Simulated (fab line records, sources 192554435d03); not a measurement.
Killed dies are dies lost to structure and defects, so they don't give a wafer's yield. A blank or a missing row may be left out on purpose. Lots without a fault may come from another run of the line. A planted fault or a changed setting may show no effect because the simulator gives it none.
Chamber matching | flow n5_finfet | N5_BEOL_M1_DESCUM_16 on rie_diel-02: 4 sister chambers
The step chemistry O2, time 7 s. 18 wafers are shown with their chamber, then 9 later ones without.

WAFERS WITH THEIR CHAMBER
wafer  | chamber | drypump_motor_current_A (A) | throttle_valve_pct (%) | oes_product_au (a.u.)
L074.1 | 0       | 6.0                         | 20.80                  | 0.73
L074.4 | 1       | 5.9                         | 20.31                  | 0.70
L074.5 | 0       | 6.0                         | 20.81                  | 0.73
L076.1 | 1       | 5.9                         | 20.33                  | 0.70
L076.3 | 0       | 6.0                         | 20.80                  | 0.73
L076.5 | 1       | 5.9                         | 20.31                  | 0.70
L078.1 | 3       | 4.8                         | 20.65                  | 0.74
L078.4 | 0       | 6.0                         | 20.82                  | 0.72
L078.5 | 2       | 5.6                         | 20.25                  | 0.76
L077.1 | 2       | 5.6                         | 20.25                  | 0.75
L077.5 | 0       | 6.0                         | 20.81                  | 0.72
L077.6 | 1       | 5.9                         | 19.97                  | 1.00
L079.2 | 1       | 5.9                         | 19.98                  | 1.00
L079.4 | 3       | 4.8                         | 20.65                  | 0.74
L079.6 | 2       | 5.6                         | 20.23                  | 0.75
L085.2 | 3       | 4.8                         | 20.67                  | 0.73
L085.5 | 2       | 5.6                         | 20.26                  | 0.75
L085.6 | 3       | 4.7                         | 20.68                  | 0.73

SIGNATURES (means of the wafers above)
reading                 | chamber 0 | chamber 1 | chamber 2 | chamber 3 | scatter within a chamber
drypump_motor_current_A | 6.000     | 5.900     | 5.600     | 4.775     | 0.0231
throttle_valve_pct      | 20.8080   | 20.1800   | 20.2475   | 20.6625   | 0.101
oes_product_au          | 0.7260    | 0.8200    | 0.7525    | 0.7350    | 0.088
Rule: a wafer's distance from a chamber is the root of the sum, over the readings, of the square of ((its reading less the chamber's mean) divided by the reading's scatter). The wafer belongs to the nearest chamber; if the next one is less than 2 further off, it can't be placed. The scatter: the root of (the sum of the squares of (reading less its chamber's mean) over the shown wafers, divided by (wafers less chambers)).

WAFERS WITHOUT THEIR CHAMBER
wafer  | drypump_motor_current_A (A) | throttle_valve_pct (%) | oes_product_au (a.u.)
L092.1 | 4.7                         | 20.70                  | 0.72
L092.4 | 6.0                         | 20.87                  | 0.70
L092.5 | 4.8                         | 20.70                  | 0.73
L093.1 | 4.8                         | 20.69                  | 0.72
L093.4 | 6.0                         | 20.85                  | 0.71
L093.6 | 5.9                         | 20.01                  | 0.90
L097.2 | 6.0                         | 20.86                  | 0.70
L097.4 | 5.9                         | 20.02                  | 0.89
L097.6 | 4.7                         | 20.70                  | 0.71

WHICH CHAMBER EACH WENT THROUGH
wafer  | from the rows above | in truth
L092.1 | 3                   | 3
L092.4 | 0                   | 0
L092.5 | 3                   | 3
L093.1 | 3                   | 3
L093.4 | 0                   | 0
L093.6 | 1                   | 1
L097.2 | 0                   | 0
L097.4 | 1                   | 1
L097.6 | 3                   | 3
Placed correctly: 9 of 9. Can't be placed from these rows: 0. Placed wrongly: 0.
